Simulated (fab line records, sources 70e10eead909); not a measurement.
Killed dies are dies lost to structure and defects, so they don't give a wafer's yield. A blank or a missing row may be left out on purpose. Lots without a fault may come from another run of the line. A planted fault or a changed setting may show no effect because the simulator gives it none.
fab line records | flow nand_harc | part 2 of 2: steps 5 to 6 of 6
record lots=23 wafers=69 last_day=25
route steps=1159 shown A_CHANNEL_HOLE_D1@468 A_CHANNEL_FILL_D1@495 A_STAIRCASE@581
lots that met no fault: from a run of the same line without faults
start_h: hours from the record's first day to the start of the lot's first wafer shown | wait_h: hours since the lot's step before | " the same as in the row above | L1.1+2: a row that stands for several wafers | - no value, or no start given | * or withheld: withheld | < > ~ a bound
route shown NAME@n: a module of which the file shows steps, and the number in the route of the first | usual: mean/standard deviation of fault-free wafers | same: alike in all rows | chamber/n: place in a boat | sites: the reading at each site | _std_site: their standard deviation | _edge_site: outer sites' mean less inner sites' | radius_mm: how far each site lies from the wafer's centre | mask NAME#n: copy n | behind: the tool/chamber that last shaped the wafer | hold: why the lot was held/for how many hours/how that ended | device: the transistor (n, p or np) that didn't switch | end of line: the same wafers' tests at the end of the route | a step without rows: its recipe alone | killed: dies lost to structure and defects at the first sort, not the wafer's yield | map: a wafer's dies, x killed, . not, _ none there
set.NAME: the setting as run; set.NAME@STEP: as run at that earlier step | model.NAME: the simulator's own value behind a step, which no gauge read
steps of the route over a sample of lots; a table a step, a row a wafer
services: from which hour (start_h, from the record's first day; less than 0 if before it) a tool's chamber was out of use, for how many hours, and why
## steps
# step NHARC_A_STAIRCASE_ETCH_199
# recipe target_depth_a=1000 time_s=40.5 ion_energy_ev=400 c4f8_flow_sccm=20 o2_flow_sccm=10 ar_flow_sccm=withheld rf_w=600 bias_w=1000 chemistry=C4F8/O2
# usual oes_product_au=0.937/0.012 rf_vpp_V=895/3.8
# columns lot.wafer tool chamber start_h wait_h oes_product_au rf_hours_counter_h rf_vpp_V
L076.2 rie_diel-06 0 - - 0.950 2 900
L076.1 " 1 " " 0.944 2 896
L076.5 " 0 " " 0.940 - 899
L078.1 rie_diel-10 0 - - 0.943 30 900
L078.4 " 1 " " 0.930 29 892
L078.5 " 0 " " 0.937 - 898
L074.4 rie_diel-06 2 - - 0.932 7 893
L074.3 " 3 " " 0.953 8 899
L074.1 " 1 " " 0.920 7 895
L077.1 rie_diel-06 3 - - 0.940 8 898
L077.6 " 0 " " 0.926 - 899
L077.5 " 1 " " 0.924 - 896
L079.3 rie_diel-05 2 - - 0.927 34 901
L079.1 " 0 " " 0.929 39 894
L079.5 " 2 " " 0.939 - 901
L080.4 rie_diel-05 3 - - 0.929 40 892
L080.6 " 3 " " 0.930 - 892
L080.5 " 0 " " 0.930 - 893
L081.1 rie_diel-06 1 - - 0.946 12 896
L081.4 " 2 " " 0.938 13 894
L081.2 " 3 " " 0.941 15 899
L082.2 rie_diel-05 2 - - 0.934 42 901
L082.5 " 2 " " 0.925 - 901
L082.6 " 3 " " 0.910 - 891
L085.2 rie_diel-06 1 - - 0.958 18 894
L085.3 " 3 " " 0.935 20 898
L085.6 " 0 " " 0.945 - 898
L083.4 rie_diel-05 2 - - 0.928 44 901
L083.1 " 3 " " 0.916 48 893
L083.5 " 0 " " 0.931 - 892
L084.1 rie_diel-05 2 - - 0.924 45 900
L084.3 " 3 " " 0.912 48 892
L084.6 " 2 " " 0.940 - 902
L087.4 rie_diel-06 2 - - 0.952 25 893
L087.2 " 3 " " 0.951 27 898
L087.5 " 2 " " 0.927 - 892
L086.4 rie_diel-10 0 - - 0.934 49 901
L086.3 " 1 " " 0.966 45 892
L086.2 " 2 " " 0.954 46 899
L088.3 rie_diel-10 2 - - 0.961 48 897
L088.5 " 2 " " 0.960 - 897
L088.6 " 3 " " 0.937 - 891
L090.1 rie_diel-06 3 - - 0.944 36 899
L090.3 " 0 " " 0.974 36 897
L090.6 " 3 " " 0.958 - 899
L089.1 rie_diel-05 0 - - 0.940 65 893
L089.4 " 1 " " 0.950 57 891
L089.6 " 3 " " 0.934 - 891
L093.3 rie_diel-06 1 - - 0.949 39 894
L093.1 " 2 " " 0.937 40 892
L093.5 " 3 " " 0.952 - 900
L092.2 rie_diel-05 1 - - 0.937 1 889
L092.5 " 0 " " 0.946 - 892
L092.6 " 1 " " 0.944 - 888
L091.6 rie_diel-05 0 - - 0.906 - 895
L091.5 " 1 " " 0.917 - 888
L091.4 " 3 " " 0.919 - 891
L095.1 rie_diel-06 1 - - 0.943 44 895
L095.2 " 3 " " 0.933 49 899
L095.6 " 1 " " 0.941 - 896
L094.3 rie_diel-05 1 - - 0.922 9 889
L094.2 " 3 " " 0.922 9 890
L094.4 " 0 " " 0.917 - 893
L096.4 rie_diel-05 3 - - 0.949 - 891
L096.5 " 0 " " 0.943 - 893
L096.6 " 1 " " 0.955 - 889
L097.2 rie_diel-05 2 - - 0.948 10 901
L097.6 " 1 " " 0.943 - 889
L097.5 " 2 " " 0.954 - 901
# step NHARC_A_STAIRCASE_TRIM_226
# recipe time_s=211.2 o2_flow_sccm=500 ar_flow_sccm=0 bias_w=0 chemistry=O2
# usual drypump_motor_current_A=5.9/0.47 oes_product_au=0.995/0.0093 rf_vpp_V=57.6/0.97 showerhead_plenum_p_Torr=3.49/0.11 throttle_valve_pct=17.037/0.0092
# columns lot.wafer tool chamber start_h wait_h drypump_motor_current_A oes_product_au rf_hours_counter_h rf_vpp_V showerhead_plenum_p_Torr throttle_valve_pct
L076.2 rie_diel-10 1 - - 6.7 0.981 27 58.5 3.43 17.028
L076.1 " 2 " " 6.3 1.005 28 56.3 3.61 17.034
L076.5 " 0 " " 5.5 1.004 - 56.6 3.64 17.033
L078.1 rie_diel-10 3 - - 5.2 1.005 33 57.9 3.40 17.058
L078.4 " 1 " " 6.8 0.988 30 57.8 3.43 17.053
L078.5 " 3 " " 5.2 0.994 - 57.4 3.40 17.031
L074.1 rie_diel-05 2 - - 6.7 0.998 33 58.5 3.67 17.044
L074.3 " 3 " " 5.7 0.982 37 58.3 3.40 17.051
L074.4 " 0 " " 5.9 0.991 39 56.2 3.45 17.020
L077.1 rie_diel-05 2 - - 6.7 0.993 34 58.2 3.67 17.014
L077.5 " 2 " " 6.7 0.992 - 58.3 3.67 17.046
L077.6 " 3 " " 5.7 0.992 - 56.3 3.40 17.039
L079.1 rie_diel-05 1 - - 5.3 0.998 34 57.1 3.37 17.025
L079.3 " 2 " " 6.7 0.979 36 58.6 3.67 17.065
L079.5 " 0 " " 5.9 0.997 - 56.3 3.45 17.041
L080.4 rie_diel-06 1 - - 5.7 0.988 13 56.6 3.52 17.037
L080.6 " 0 " " 6.2 1.005 - 60.4 3.60 17.042
L080.5 " 1 " " 5.8 0.993 - 58.5 3.52 17.043
L081.4 rie_diel-06 1 - - 5.8 0.995 14 58.5 3.52 17.041
L081.2 " 2 " " 5.4 0.990 15 58.3 3.44 17.040
L081.1 " 3 " " 6.1 1.002 17 57.5 3.60 17.039
L085.2 rie_diel-05 1 - - 5.3 0.985 41 55.9 3.36 17.034
L085.3 " 2 " " 6.7 0.982 43 57.3 3.67 17.037
L085.6 " 1 " " 5.3 0.991 - 57.8 3.36 17.033
L082.2 rie_diel-05 0 - - 5.9 0.986 48 56.8 3.45 17.027
L082.5 " 0 " " 5.9 1.005 - 56.9 3.45 17.038
L082.6 " 1 " " 5.3 1.011 - 56.6 3.36 17.047
L083.1 rie_diel-10 1 - - 6.7 0.991 41 57.8 3.42 17.043
L083.4 " 3 " " 5.2 1.005 45 57.6 3.39 17.054
L083.5 " 1 " " 6.7 0.995 - 57.7 3.42 17.046
L084.3 rie_diel-05 0 - - 5.8 1.006 50 57.0 3.45 17.057
L084.1 " 1 " " 5.3 0.998 43 56.7 3.36 17.031
L084.6 " 2 " " 6.7 0.990 - 59.6 3.67 17.047
L087.2 rie_diel-06 1 - - 5.7 1.003 26 57.9 3.51 17.037
L087.4 " 2 " " 5.4 0.996 26 56.6 3.43 17.051
L087.5 " 0 " " 6.2 1.001 - 59.0 3.59 17.048
L086.3 rie_diel-05 1 - - 5.3 1.005 48 54.7 3.36 17.034
L086.4 " 2 " " 6.7 0.986 50 57.4 3.67 17.046
L086.2 " 3 " " 5.7 0.989 54 58.1 3.39 17.037
L088.3 rie_diel-05 3 - - 5.7 0.972 57 59.0 3.39 17.023
L088.5 " 2 " " 6.7 0.987 - 57.8 3.66 17.030
L088.6 " 3 " " 5.7 0.984 - 58.6 3.39 17.051
L090.1 rie_diel-05 1 - - 5.3 0.997 58 57.4 3.36 17.032
L090.3 " 3 " " 5.7 0.976 63 57.8 3.39 17.055
L090.6 " 1 " " 5.3 0.999 - 57.8 3.36 17.035
L089.1 rie_diel-06 3 - - 6.1 0.991 38 57.3 3.59 17.041
L089.4 " 0 " " 6.2 1.004 37 57.5 3.58 17.037
L089.6 " 2 " " 5.4 0.994 - 56.5 3.43 17.051
L092.2 rie_diel-05 0 - - 5.8 0.999 6 58.5 3.44 17.031
L092.5 " 0 " " 5.9 0.990 - 57.9 3.44 17.038
L092.6 " 1 " " 5.3 1.004 - 58.5 3.35 17.045
L093.1 rie_diel-05 3 - - 5.7 0.987 6 57.9 3.39 17.040
L093.3 " 0 " " 5.9 0.980 6 56.8 3.44 17.035
L093.5 " 1 " " 5.3 0.995 - 57.6 3.35 17.035
L091.6 rie_diel-05 1 - - 5.3 0.993 - 58.4 3.35 17.033
L091.4 " 3 " " 5.7 0.979 - 56.9 3.39 17.029
L091.5 " 0 " " 5.9 0.994 - 57.1 3.44 17.038
L095.2 rie_diel-06 3 - - 6.1 1.004 51 57.7 3.58 17.041
L095.1 " 0 " " 6.2 1.007 50 57.8 3.58 17.033
L095.6 " 0 " " 6.2 0.992 - 58.3 3.58 17.051
L094.3 rie_diel-10 0 - - 5.5 1.018 1 58.0 3.62 17.032
L094.4 " 2 " " 6.3 0.989 1 59.9 3.59 17.037
L094.2 " 3 " " 5.2 0.978 1 56.2 3.38 17.047
L096.6 rie_diel-05 3 - - 5.7 0.982 - 56.0 3.38 17.038
L096.5 " 0 " " 5.9 0.992 - 58.8 3.43 17.033
L096.4 " 1 " " 5.3 0.995 - 57.0 3.35 17.036
L097.2 rie_diel-06 3 - - 6.1 1.007 58 58.1 3.58 17.039
L097.5 " 3 " " 6.2 1.012 - 57.6 3.58 17.040
L097.6 " 0 " " 6.2 0.997 - 57.9 3.57 17.046
## services
# columns tool chamber start_h hours kind
rie_diel-05 - 164.57 9.0 pm
rie_diel-06 2 165.12 11.5 repair
rie_diel-08 1 167.63 7.8 repair
rie_diel-08 - 174.69 0.3 repair
rie_diel-10 - 176.50 9.0 pm
rie_diel-10 - 189.74 0.2 repair
rie_diel-08 2 205.30 2.0 repair
rie_diel-01 1 227.85 13.1 repair
rie_diel-05 2 232.68 11.8 repair
rie_diel-05 3 238.63 4.1 repair
rie_diel-05 1 240.59 11.9 repair
rie_diel-06 - 241.24 9.0 pm
rie_diel-08 - 243.84 1.2 repair
rie_diel-09 - 254.13 9.0 pm
rie_diel-01 2 255.05 23.7 repair
rie_diel-04 1 260.05 3.1 repair
rie_diel-04 0 264.88 18.9 repair
rie_diel-08 - 278.43 1.9 repair
rie_diel-05 0 278.79 4.6 repair
rie_diel-09 3 283.21 3.2 repair
rie_diel-05 - 341.57 9.0 pm
rie_diel-10 - 353.50 9.0 pm
ald_sin_batch-02 - 353.70 11.1 repair
rie_diel-05 2 356.08 19.8 repair
